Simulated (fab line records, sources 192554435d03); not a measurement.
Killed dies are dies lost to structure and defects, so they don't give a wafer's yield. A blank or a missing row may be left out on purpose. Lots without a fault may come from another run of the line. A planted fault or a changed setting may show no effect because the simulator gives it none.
One fault seen from 2 desks | flow n5_finfet | each desk has only its own numbers; what lay behind them comes last

THE METROLOGY DESK
What the gauges read, lot by lot, whatever tool the lot ran on: means of the sampled wafers that have a number. A lot is out of limits, marked OUT, if its mean lies more than 4 standard deviations from the usual mean; the brackets give that distance. Of its 10 readings 7 are shown: those that lie furthest out on some lot.
Columns: A = DIBL_N at N5_BEOL_M4_RC_MEAS_101, usual 36.3 mV/V; B = DIBL_P at N5_BEOL_M4_RC_MEAS_101, usual 36.2 mV/V; C = IOFF_P at N5_BEOL_M4_RC_MEAS_101, usual 0.211 nA/um; D = ION_N at N5_BEOL_M4_RC_MEAS_101, usual 676 uA/um; E = ION_P at N5_BEOL_M4_RC_MEAS_101, usual 463 uA/um; F = SS_N at N5_BEOL_M4_RC_MEAS_101, usual 71.4 mV/dec; G = SS_P at N5_BEOL_M4_RC_MEAS_101, usual 73.3 mV/dec
lot  | first seen here | A    | B    | C     | D   | E   | F    | G
L954 | day 8 18:29     | 35.3 | 35.6 | 0.199 | 674 | 460 | 71.3 | 72.7
L959 | day 9 22:33     | 36.5 | 34.7 | 0.198 | 672 | 466 | 70.9 | 73.0
L961 | day 10 06:29    | 34.6 | 35.9 | 0.194 | 687 | 467 | 71.4 | 72.8
L963 | day 10 22:40    | 35.1 | 36.3 | 0.214 | 668 | 463 | 71.6 | 73.7
L962 | day 11 04:47    | 35.9 | 35.0 | 0.191 | 674 | 461 | 71.1 | 73.0
L965 | day 11 20:33    | 35.6 | 36.2 | 0.219 | 682 | 466 | 71.6 | 73.2
L973 | day 13 12:47    | 35.1 | 36.8 | 0.212 | 670 | 464 | 70.9 | 73.3
L974 | day 13 20:19    | 36.7 | 37.2 | 0.235 | 683 | 469 | 71.9 | 73.9
L975 | day 14 01:29    | 36.3 | 36.0 | 0.210 | 669 | 459 | 71.4 | 73.8
This desk's finding: nothing out of limits on any of the 9 lots.

THE TOOL OWNER'S DESK: rie_diel-02
The tool's own readings at N5_GATE_CUT_HM_OPEN_40 (chemistry C4F6/O2, target SiO2, target depth 139 nm, time 85.1 s): means of the sampled wafers that have a number, for each lot that ran on this tool. A lot is out of limits, marked OUT, if its mean lies more than 4 standard deviations from the usual mean; the brackets give that distance.
Columns: A = drypump_motor_current_A at N5_GATE_CUT_HM_OPEN_40, usual 5.7 A; B = etch_rf_on_time_s at N5_GATE_CUT_HM_OPEN_40, usual 93.6 s; C = oes_product_au at N5_GATE_CUT_HM_OPEN_40, usual 0.72 a.u.; D = rf_vpp_V at N5_GATE_CUT_HM_OPEN_40, usual 667 V; E = showerhead_plenum_p_Torr at N5_GATE_CUT_HM_OPEN_40, usual 2.88 Torr; F = throttle_valve_pct at N5_GATE_CUT_HM_OPEN_40, usual 20.9 %
lot  | first seen here | A   | B               | C    | D   | E    | F
L954 | day 5 01:48     | 5.6 | 94.5            | 0.70 | 664 | 2.85 | 21.0
L959 | day 6 08:01     | 5.9 | 93.1            | 0.65 | 666 | 2.87 | 21.1
L962 | day 7 01:45     | 5.7 | 93.0            | 0.68 | 668 | 2.94 | 20.7
L973 | day 9 17:25     | 6.0 | 134.0 (+27) OUT | 0.59 | 666 | 2.90 | 20.8
L974 | day 10 05:01    | 5.4 | 113.2 (+13) OUT | 0.67 | 662 | 2.83 | 20.8
This desk's finding: out of limits on L973, L974; first on L973, day 9 17:25 (etch_rf_on_time_s at N5_GATE_CUT_HM_OPEN_40). In limits: L954, L959, L962.

PUT TOGETHER
The tool owner's desk could have raised an alarm at day 9 17:25, on L973, L974.
The metrology desk saw nothing out of limits.
The metrology desk has L973, L974 on record, within its limits.
Of the lots named, all ran N5_GATE_CUT_HM_OPEN_40 on rie_diel-02.

WHAT THE SIMULATOR HAD PUT IN
Process parameter drift: rie_diel-02, from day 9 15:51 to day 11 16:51, at N5_GATE_CUT_HM_OPEN_40. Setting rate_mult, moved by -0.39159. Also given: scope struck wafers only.
Lots struck among those shown: L973, L974.
Hours from the fault's start to each desk's first reading out of limits: the tool owner's desk, 2.
